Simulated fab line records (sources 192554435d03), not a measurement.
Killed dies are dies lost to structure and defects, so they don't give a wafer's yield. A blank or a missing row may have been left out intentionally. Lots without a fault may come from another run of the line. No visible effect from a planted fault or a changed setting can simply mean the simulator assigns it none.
Chamber matching | flow n5-finfet | rie-diel-05 running N5_BEOL_M13_ETCH_38: 4 sister chambers
The step etches SiCN in CF4/N2, target depth 67.5 nm, time 71.9 s. 4 wafers are shown with their chamber, then 8 later ones without.

WAFERS PAIRED WITH THEIR CHAMBERS
wafer  | chamber | drypump-motor-current-A (A)
L088.2 | 3       | 5.76
L091.3 | 1       | 5.18
L091.6 | 0       | 5.82
L089.1 | 2       | 5.63

WAFERS WITH NO CHAMBER GIVEN
wafer  | drypump-motor-current-A (A)
L089.3 | 5.75
L089.5 | 5.78
L093.1 | 5.75
L093.3 | 5.80
L093.5 | 5.74
L096.3 | 5.78
L096.5 | 5.16
L096.6 | 5.77

WHICH CHAMBER EACH ONE RAN IN
wafer  | from the rows above     | in truth
L089.3 | 3                       | 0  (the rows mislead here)
L089.5 | can't be placed: 3 or 0 | 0
L093.1 | 3                       | 3
L093.3 | can't be placed: 0 or 3 | 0
L093.5 | 3                       | 3
L096.3 | can't be placed: 3 or 0 | 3
L096.5 | 1                       | 1
L096.6 | 3                       | 3
Correct placement for 4 of the 8. These rows do not allow placing 3 (true chamber among the candidates in 3). Wrongly placed: 1.
How it was worked out, from the rows above alone: a wafer's distance from a chamber is the root of the sum, over the readings, of the square of ((its reading less the chamber's mean) divided by the reading's scatter). If the next closest chamber is less than 2 further off than the closest, the wafer can't be placed; otherwise it belongs to the closest. Each chamber's mean is taken over the wafers shown for it. The scatter (one wafer shown for each chamber): square how far every hidden wafer sits from the nearest shown wafer, average those squares and take the square root.
